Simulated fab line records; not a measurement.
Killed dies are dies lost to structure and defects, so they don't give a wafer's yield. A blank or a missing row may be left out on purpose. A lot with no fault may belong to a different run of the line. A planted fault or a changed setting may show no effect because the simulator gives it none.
Which tool is to blame?    flow n5_finfet    24 lots with 72 wafers sampled at 2 steps, on a route of 1938 steps

== WHAT EACH GAUGE READ, for each wafer ==
N5_BEOL_M12_THK_MEAS_01. Usual: M12_ILD_THK typically reads 659 nm, with standard deviation 9.
lot   measured      on             M12_ILD_THK (nm)  flag
L074  day 11 08:44  film_metro-02  654 661 661       
L075  day 11 13:25  film_metro-02  660 675 661       
L076  day 11 22:56  film_metro-02  647 664 669       
L077  day 12 02:35  film_metro-01  644 653 672       
L079  day 12 10:58  film_metro-01  664 664 665       
L078  day 12 11:30  film_metro-02  662 659 658       
L080  day 12 11:50  film_metro-02  658 658 668       
L081  day 13 05:19  film_metro-01  645 647 658       
L082  day 13 08:15  film_metro-02  660 680 664       
L083  day 13 17:11  film_metro-01  646 654 662       
L084  day 13 17:26  film_metro-02  642 649 665       
L085  day 14 10:52  film_metro-02  661 667 659       
L087  day 14 15:38  film_metro-01  646 659 658       
L088  day 14 16:08  film_metro-01  644 664 675       
L086  day 14 16:36  film_metro-02  664 652 667       
L089  day 14 17:29  film_metro-01  660 654 670       
L091  day 15 03:10  film_metro-01  653 662 672       
L090  day 15 06:46  film_metro-02  653 664 664       
L092  day 15 20:07  film_metro-01  649 665 664       
L093  day 15 20:41  film_metro-01  643 660 651       
L094  day 16 04:14  film_metro-02  677 678 662       
L095  day 16 14:16  film_metro-02  657 657 658       
L097  day 17 08:13  film_metro-02  679 692 669       
L096  day 17 13:01  film_metro-01  658 653 647       

== WHAT TOOL EACH LOT RAN ON (gives the tool, then ch and the chambers of the sampled wafers, and finally the start) ==
lot   N5_BEOL_M11_DEP_56
L074  pecvd-02 ch 0,1,2, day 11 08:28
L075  pecvd-01 ch 0,1,2, day 11 13:09
L076  pecvd-02 ch 0,1,2, day 11 22:38
L077  pecvd-04 ch 0,1,2, day 12 02:20
L079  pecvd-02 ch 0,1,2, day 12 10:42
L078  pecvd-01 ch 0,1,2, day 12 11:14
L080  pecvd-01 ch 1,2, day 12 11:35
L081  pecvd-04 ch 0,1,2, day 13 05:04
L082  pecvd-01 ch 0,1,2, day 13 07:59
L083  pecvd-02 ch 0,1, day 13 16:55
L084  pecvd-04 ch 0,1, day 13 17:11
L085  pecvd-04 ch 0,2, day 14 10:36
L087  pecvd-04 ch 0,1, day 14 15:20
L088  pecvd-04 ch 0,1,2, day 14 15:52
L086  pecvd-02 ch 0,1, day 14 16:20
L089  pecvd-01 ch 0,1, day 14 17:13
L091  pecvd-02 ch 0,1,2, day 15 02:49
L090  pecvd-02 ch 0,1, day 15 06:24
L092  pecvd-01 ch 0,1, day 15 19:50
L093  pecvd-01 ch 1,2, day 15 20:25
L094  pecvd-04 ch 0,1,2, day 16 03:59
L095  pecvd-01 ch 0,1,2, day 16 14:00
L097  pecvd-02 ch 0,2, day 17 07:56
L096  pecvd-02 ch 0,2, day 17 12:45
- N5_BEOL_M11_DEP_56: deposits SiCN from 3MS/NH3, target thk 30 nm, time 10.5 s.

== AS READ BY THE TOOLS THEMSELVES (means over the sampled wafers that have a number; for cases with no such wafer, the mark the record gives instead) ==
N5_BEOL_M11_DEP_56. Usual: chamber_pressure_Torr 3.000 Torr, standard deviation 0.0061; showerhead_plenum_p_Torr 4.163 Torr, standard deviation 0.021; throttle_valve_pct 17.8 %, standard deviation 1.1.
lot   tool      chamber_pressure_Torr (Torr)  showerhead_plenum_p_Torr (Torr)  throttle_valve_pct (%)  flag
L074  pecvd-02  2.997                         4.181                            18.5                    
L075  pecvd-01  3.004                         4.148                            17.6                    
L076  pecvd-02  3.001                         4.186                            18.8                    
L077  pecvd-04  3.004                         4.151                            17.0                    
L079  pecvd-02  3.005                         4.185                            18.7                    
L078  pecvd-01  3.000                         4.149                            17.5                    
L080  pecvd-01  2.994                         4.143                            18.2                    
L081  pecvd-04  2.995                         4.155                            17.1                    
L082  pecvd-01  2.994                         4.149                            17.4                    
L083  pecvd-02  3.002                         4.187                            18.9                    
L084  pecvd-04  3.000                         4.161                            17.0                    
L085  pecvd-04  3.002                         4.154                            17.0                    
L087  pecvd-04  3.002                         4.166                            17.1                    
L088  pecvd-04  3.003                         4.154                            17.2                    
L086  pecvd-02  2.994                         4.191                            19.2                    
L089  pecvd-01  3.008                         4.148                            17.8                    
L091  pecvd-02  2.997                         4.181                            18.6                    
L090  pecvd-02  2.998                         4.175                            18.9                    
L092  pecvd-01  3.005                         4.155                            18.0                    
L093  pecvd-01  3.003                         4.145                            17.3                    
L094  pecvd-04  3.009                         4.160                            17.1                    
L095  pecvd-01  3.000                         4.150                            17.8                    
L097  pecvd-02  2.996                         4.178                            18.4                    
L096  pecvd-02  2.993                         4.179                            18.0                    

== THE ANSWER, worked out from the rows above alone ==
Rule: a lot is off if the mean of its wafers that have a number lies more than 3 standard deviations from the usual mean. Also off: a lot with no number at a reading for which 4 or more lots have one. Any other lot the step has rows for is counted as sound. After the gauges, taken in route order, come the tools' own readings; for these a lot's mean is taken, as printed above. The first step at which some lot is off is used, and at that step the reading that is off furthest; a lot without a number counts as furthest.
Nothing can be told from this: no lot is off at any reading shown.

== WHAT THE SIMULATOR HAD INSERTED ==
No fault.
